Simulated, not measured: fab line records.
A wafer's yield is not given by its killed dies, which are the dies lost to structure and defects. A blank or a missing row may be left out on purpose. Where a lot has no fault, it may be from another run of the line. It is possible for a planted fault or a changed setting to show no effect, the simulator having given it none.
Struck lot and sound lot, side by side :: flow nandHarc :: 31 out of 1302 route steps
Sound: wafers L122.1, L122.3, L122.4. Struck: wafers L125.1, L125.3, L125.4. Last of all comes the cause.
Order at every step that has rows: each side's tool, ch and its chambers, its first start. Under that, the readings that differ: sound wafers :: struck wafers :: difference of the means :: sigmas: that difference in standard deviations of wafers without a fault.
alike: readings whose means differ by less than 2 such deviations, and words and numbers that are the same on both sides. not compared: withheld readings, readings that some wafer has no value for, bounds like >300 that may hide the same value, and numbers for which the record gives no deviation and whose values overlap.
Wherever a step has rows on one side only, a row that says differs or no value, or a row with sigmas, the two part there. Numbers that don't overlap but have no deviation are shown without sigmas and don't part them. A reading that every wafer of one side lacks parts them only if that side has two wafers or more.

first, 1 step without rows for these wafers: NHARC_A_ONON_D1_DEP_12 (target thk 1000 nm).
NHARC_A_ONON_D1_THK_MEAS_14: measures by ellipsometry.
  sound on filmMetro-01 at day 11 17:29; struck on filmMetro-02 at day 12 20:08
  alike: thkNm
then, 2 steps without rows for these wafers: NHARC_A_ONON_D1_ANNEAL_15 (time 3600 s); NHARC_A_ONON_D1_DEP_16 (target thk 1000 nm).
NHARC_A_ONON_D1_THK_MEAS_18: measures by ellipsometry.
  sound on filmMetro-02 at day 12 03:52; struck on filmMetro-01 at day 13 04:53
  alike: thkNm
after that, 1 step with no rows for these wafers: NHARC_A_ONON_D1_DEP_19 (target thk 1000 nm).
NHARC_A_ONON_D1_THK_MEAS_21: measures by ellipsometry.
  sound on filmMetro-01 at day 12 04:26; struck on filmMetro-02 at day 13 05:27
  alike: thkNm
after that, 1 step with no rows for these wafers: NHARC_A_ONON_D1_DEP_22 (target thk 1000 nm).
NHARC_A_ONON_D1_THK_MEAS_24: measures by ellipsometry.
  sound on filmMetro-02 at day 12 05:01; struck on filmMetro-02 at day 13 06:01
  alike: thkNm
after that, 1 step with no rows for these wafers: NHARC_A_ONON_D1_DEP_25 (target thk 1000 nm).
NHARC_A_ONON_D1_THK_MEAS_27: measures by ellipsometry.
  sound on filmMetro-02 at day 12 05:35; struck on filmMetro-01 at day 13 06:34
  alike: thkNm
NHARC_A_ONON_D1_DEP_28: target thk 1000 nm.
  sound on pecvdOnon-02 ch 0, day 12 05:38; struck on pecvdOnon-01 ch 0, day 13 06:38
NHARC_A_ONON_D1_THK_MEAS_30: measures by ellipsometry.
  sound on filmMetro-02 at day 12 06:09; struck on filmMetro-02 at day 13 07:08
reading: thkNm (nm)
sound: 977 977 977
struck: 1007 1006 1005
difference: +29
sigmas: +3
NHARC_A_ONON_D1_DEP_33: deposits SiO2, target thk 200 nm.
  sound on pecvd-02 ch 0,2, day 12 06:15; struck on pecvd-02 ch 0,1, day 13 07:12
  alike: heaterPowerW, mfcPrecursorSccm, throttleValvePct
NHARC_A_ONON_D1_THK_MEAS_34: measures by ellipsometry.
  sound on filmMetro-02 at day 12 06:40; struck on filmMetro-02 at day 13 07:37
  alike: thkNm
NHARC_A_ONON_D1_INSPECT_32:
  sound on defectInspect-02 at day 12 06:45; struck on defectInspect-01 at day 13 07:52
reading: rawDefectCount
sound: 66 71 85
struck: 688 686 640
difference: +597
sigmas: +22
  not compared: hold
NHARC_A_CHANNEL_HOLE_D1_DEP_00: deposits aC, target thk 3100 nm.
  sound on aclDep-01 ch 0, day 12 08:11; struck on aclDep-02 ch 0, day 13 15:41
reading: hold
sound: - - -
struck: awaitDispo/7.0h/release awaitDispo/7.0h/release awaitDispo/7.0h/release
difference: no value on the sound wafers
sigmas: 
  alike: throttleValvePct
NHARC_A_CHANNEL_HOLE_D1_DEP_01: deposits SiON, target thk 140 nm.
  sound on pecvd-02 ch 1,2, day 12 10:19; struck on pecvd-03 ch 0,2, day 13 17:39
  alike: heaterPowerW
then, 10 steps without rows for these wafers: NHARC_A_CHANNEL_HOLE_D1_DEHYDRATE_02 (time 120 s); NHARC_A_CHANNEL_HOLE_D1_HMDS_03 (time 30 s); NHARC_A_CHANNEL_HOLE_D1_COAT_36 (time 75 s); NHARC_A_CHANNEL_HOLE_D1_COAT_37 (time 65 s); NHARC_A_CHANNEL_HOLE_D1_COAT_04 (resist thk 90 nm); NHARC_A_CHANNEL_HOLE_D1_SOFTBAKE_05 (time 55 s); NHARC_A_CHANNEL_HOLE_D1_EBR_06; NHARC_A_CHANNEL_HOLE_D1_EXPOSE_07 (exposes mask HOLE D1, target cd 100 nm); NHARC_A_CHANNEL_HOLE_D1_PEB_08 (peb time 65 s); NHARC_A_CHANNEL_HOLE_D1_DEVELOP_09 (develop time 35 s).
NHARC_A_CHANNEL_HOLE_D1_CD_MEAS_10 targets a cd of 100 nm.
  sound on cdSem-01 ch 0, day 12 11:02; struck on cdSem-03 ch 0, day 13 18:13
  alike: cdNm
NHARC_A_CHANNEL_HOLE_D1_OVL_MEAS_11:
  sound on overlay-01 at day 12 11:07; struck on overlay-02 at day 13 18:18
  alike: overlayXNm, overlayYNm
after that, 1 step had no rows for these wafers: NHARC_END_SORT_01.

## WHERE THEY PART
At NHARC_A_ONON_D1_THK_MEAS_30 first; at NHARC_A_CHANNEL_HOLE_D1_DEP_00 last (within this record only). Later steps at which nothing parts them and some readings are alike: NHARC_A_CHANNEL_HOLE_D1_DEP_01, NHARC_A_CHANNEL_HOLE_D1_CD_MEAS_10, NHARC_A_CHANNEL_HOLE_D1_OVL_MEAS_11.

WHY: the cause the simulator had injected
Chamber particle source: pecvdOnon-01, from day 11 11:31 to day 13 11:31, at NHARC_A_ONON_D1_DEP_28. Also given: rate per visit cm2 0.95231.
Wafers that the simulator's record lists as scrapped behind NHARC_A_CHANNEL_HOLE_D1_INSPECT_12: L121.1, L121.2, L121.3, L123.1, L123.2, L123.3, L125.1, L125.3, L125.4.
